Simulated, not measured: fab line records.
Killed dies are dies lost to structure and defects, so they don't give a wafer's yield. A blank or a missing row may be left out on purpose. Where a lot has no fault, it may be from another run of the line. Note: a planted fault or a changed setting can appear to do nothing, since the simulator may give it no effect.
What tool caused it? | flow n5 finfet | 10 lots, 30 wafers sampled, at 3 steps of a route of 1938

WHAT EACH GAUGE READ, for each wafer
N5_BEOL_M10_CD_MEAS_35: the cd target is 70 nm. Usual: cd nm at 69.9 nm, with a standard deviation of 0.75.
lot  | measured     | on        | cd nm (nm)     | flag
L916 | day 10 22:35 | cd sem-03 | 69.4 69.5 69.6 |
L917 | day 10 22:52 | cd sem-02 | 70.1 70.7 68.8 |
L918 | day 11 13:11 | cd sem-01 | 70.1 70.5 69.5 |
L919 | day 11 14:20 | cd sem-01 | 70.6 69.8 70.3 |
L920 | day 11 19:49 | cd sem-03 | 70.0 70.9 69.6 |
L921 | day 11 19:59 | cd sem-01 | 69.4 69.7 69.6 |
L931 | day 14 05:22 | cd sem-02 | 69.4 69.1 70.2 |
L932 | day 14 19:20 | cd sem-03 | 70.6 69.9 70.0 |
L934 | day 15 06:25 | cd sem-01 | 71.7 70.3 69.7 |
L937 | day 16 03:51 | cd sem-02 | 70.3 68.7 69.8 |

EACH LOT AND THE TOOL THAT RAN IT (in order: tool; ch and the chambers of the sampled wafers; start)
lot  | N5_BEOL_M10_PECVD_70            | N5_BEOL_M10_ETCH_66
L916 | pecvd-02 ch 0,1, day 10 15:40   | rie diel-01 ch 0,2,3, day 10 22:02
L917 | pecvd-04 ch 0,1,2, day 10 16:24 | rie diel-05 ch 0,2, day 10 22:19
L918 | pecvd-02 ch 0,1,2, day 11 08:41 | rie diel-01 ch 1,2,3, day 11 12:38
L919 | pecvd-02 ch 1,2, day 11 08:53   | rie diel-05 ch 0,2,3, day 11 13:46
L920 | pecvd-02 ch 1,2, day 11 16:31   | rie diel-01 ch 0,2,3, day 11 19:14
L921 | pecvd-02 ch 0,2, day 11 16:34   | rie diel-05 ch 0,1,3, day 11 19:26
L931 | pecvd-04 ch 0,1, day 14 00:41   | rie diel-05 ch 0,1,2, day 14 04:47
L932 | pecvd-03 ch 0,1, day 14 15:35   | rie diel-03 ch 0,1, day 14 18:41
L934 | pecvd-02 ch 0,1,2, day 15 03:14 | rie diel-03 ch 0,3, day 15 05:51
L937 | pecvd-02 ch 0,1, day 15 22:36   | rie diel-03 ch 1,2, day 16 03:06
- N5_BEOL_M10_PECVD_70: deposits SiO2 from TEOS/O2, target thk 20 nm, time 22.7 s.
- N5_BEOL_M10_ETCH_66: etches SOC in N2/H2, target depth 120 nm, overetch 24 nm, time 180 s.

WHAT THE TOOLS THEMSELVES READ (means of the sampled wafers that have a number; where no wafer has one, the mark that the record gives instead)
N5_BEOL_M10_PECVD_70. Usual: heater power w 719 W, standard deviation 82; rf fwd power W 444.3 W, standard deviation 1.8; showerhead plenum p Torr 8.81 Torr, standard deviation 0.07; throttle valve pct 22.4 %, standard deviation 1.2.
lot  | tool     | heater power w (W) | rf fwd power W (W) | showerhead plenum p Torr (Torr) | throttle valve pct (%) | flag
L916 | pecvd-02 | 719                | 443.4              | 8.84                            | 23.4                   |
L917 | pecvd-04 | 712                | 443.6              | 8.77                            | 21.1                   |
L918 | pecvd-02 | 692                | 442.2              | 8.84                            | 23.2                   |
L919 | pecvd-02 | 601                | 443.3              | 8.86                            | 23.7                   |
L920 | pecvd-02 | 676                | 445.2              | 8.86                            | 23.7                   |
L921 | pecvd-02 | 680                | 443.0              | 8.81                            | 22.5                   |
L931 | pecvd-04 | 742                | 444.8              | 8.78                            | 21.2                   |
L932 | pecvd-03 | 826                | 445.2              | 8.69                            | 22.6                   |
L934 | pecvd-02 | 669                | 443.4              | 8.85                            | 23.1                   |
L937 | pecvd-02 | 721                | 443.5              | 8.86                            | 23.9                   |

N5_BEOL_M10_ETCH_66. Usual: drypump motor current A 5.7 A, standard deviation 0.34; oes product au 0.65 a.u., standard deviation 0.063; rf fwd power W 836.0 W, standard deviation 2.6; rf vpp V 524.7 V, standard deviation 2.6; showerhead plenum p Torr 2.56 Torr, standard deviation 0.082; throttle valve pct 17.83 %, standard deviation 0.25.
lot  | tool        | drypump motor current A (A) | oes product au (a.u.) | rf fwd power W (W) | rf vpp V (V) | showerhead plenum p Torr (Torr) | throttle valve pct (%) | flag
L916 | rie diel-01 | 5.8                         | 0.69                  | 837.0              | 525.6        | 2.60                            | 17.70                  |
L917 | rie diel-05 | 5.8                         | 0.64                  | 838.2              | 522.9        | 2.51                            | 17.98                  |
L918 | rie diel-01 | 5.8                         | 0.69                  | 833.5              | 526.5        | 2.64                            | 17.64                  |
L919 | rie diel-05 | 5.7                         | 0.67                  | 834.9              | 522.7        | 2.49                            | 18.04                  |
L920 | rie diel-01 | 5.9                         | 0.68                  | 837.6              | 526.8        | 2.60                            | 17.70                  |
L921 | rie diel-05 | 5.6                         | 0.66                  | 835.6              | 523.4        | 2.51                            | 17.74                  |
L931 | rie diel-05 | 5.8                         | 0.64                  | 834.8              | 523.8        | 2.51                            | 17.88                  |
L932 | rie diel-03 | 5.4                         | 0.68                  | 834.2              | 526.8        | 2.65                            | 17.84                  |
L934 | rie diel-03 | 5.6                         | 0.56                  | 834.7              | 524.0        | 2.58                            | 18.10                  |
L937 | rie diel-03 | 5.6                         | 0.61                  | 837.5              | 523.2        | 2.50                            | 17.89                  |

THE ANSWER, worked out from the rows above alone
Rule: a lot counts as off when the mean over its wafers that have a number is more than 3 standard deviations away from the usual mean. Also off: a lot with no number at a reading for which 4 or more lots have one. The other lots that the step has rows for count as sound. Order of review: gauges by route order, followed by the tools' own readings, for which a lot's mean as printed above is used. At the first step where some lot is off, the reading lying furthest off is the one used; lots without a number count as furthest.
Nothing can be told from this: no lot is off at any reading shown.

WHAT HAD BEEN PUT IN BY THE SIMULATOR
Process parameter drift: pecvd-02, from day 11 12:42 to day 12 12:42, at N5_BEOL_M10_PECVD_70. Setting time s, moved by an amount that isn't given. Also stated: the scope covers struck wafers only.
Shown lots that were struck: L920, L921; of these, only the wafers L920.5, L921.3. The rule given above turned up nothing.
